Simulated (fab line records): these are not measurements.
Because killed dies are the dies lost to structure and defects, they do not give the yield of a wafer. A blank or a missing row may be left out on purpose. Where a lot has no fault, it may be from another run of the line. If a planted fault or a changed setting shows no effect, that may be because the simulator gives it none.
Matching of chambers ; flow nandHarc ; NHARC_A_STAIRCASE_ETCH_444 on rieDiel-13: 4 sister chambers
The step etches the open film in C4F8/O2, target depth 10200 nm, time 3400 s. 8 wafers are shown with their chamber, then 7 later ones without.

WAFERS WITH THEIR CHAMBER
wafer;chamber;rfVppV (V);oesProductAu (a.u.)
L079.2;1;804;0.933
L081.4;1;804;0.931
L083.1;2;802;0.938
L082.1;3;803;0.923
L082.4;0;808;0.918
L082.6;2;799;0.924
L088.1;3;806;0.931
L088.2;0;807;0.920

WAFERS WITHOUT THEIR CHAMBER
wafer;rfVppV (V);oesProductAu (a.u.)
L088.4;804;0.931
L094.1;804;0.930
L094.3;804;0.923
L094.4;807;0.918
L095.1;804;0.937
L095.2;805;0.930
L095.3;800;0.919

WHICH CHAMBER EACH WENT THROUGH
wafer;from the rows above;in truth
L088.4;can't be placed: 1 or 3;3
L094.1;can't be placed: 1 or 3 or 2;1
L094.3;can't be placed: 3 or 1 or 0 or 2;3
L094.4;can't be placed: 0 or 3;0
L095.1;can't be placed: 1 or 3 or 2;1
L095.2;can't be placed: 3 or 1 or 0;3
L095.3;can't be placed: 2 or 3 or 1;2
Correctly placed: 0 of 7. Not placeable from these rows: 7 (in 7, the candidates include the true chamber). Placed wrongly: 0.
How it was worked out, from the rows above alone: a wafer's distance from a chamber is the root of the sum, over the readings, of the square of ((its reading less the chamber's mean) divided by the reading's scatter). If the next closest chamber is less than 2 further off than the closest, the wafer can't be placed; otherwise it belongs to the closest. For every chamber, the mean is computed from those of its wafers that are shown. How the scatter is found: for the shown wafers, subtract from each reading the mean of its chamber, square and add these, divide the total by (wafers less chambers), then take the root.
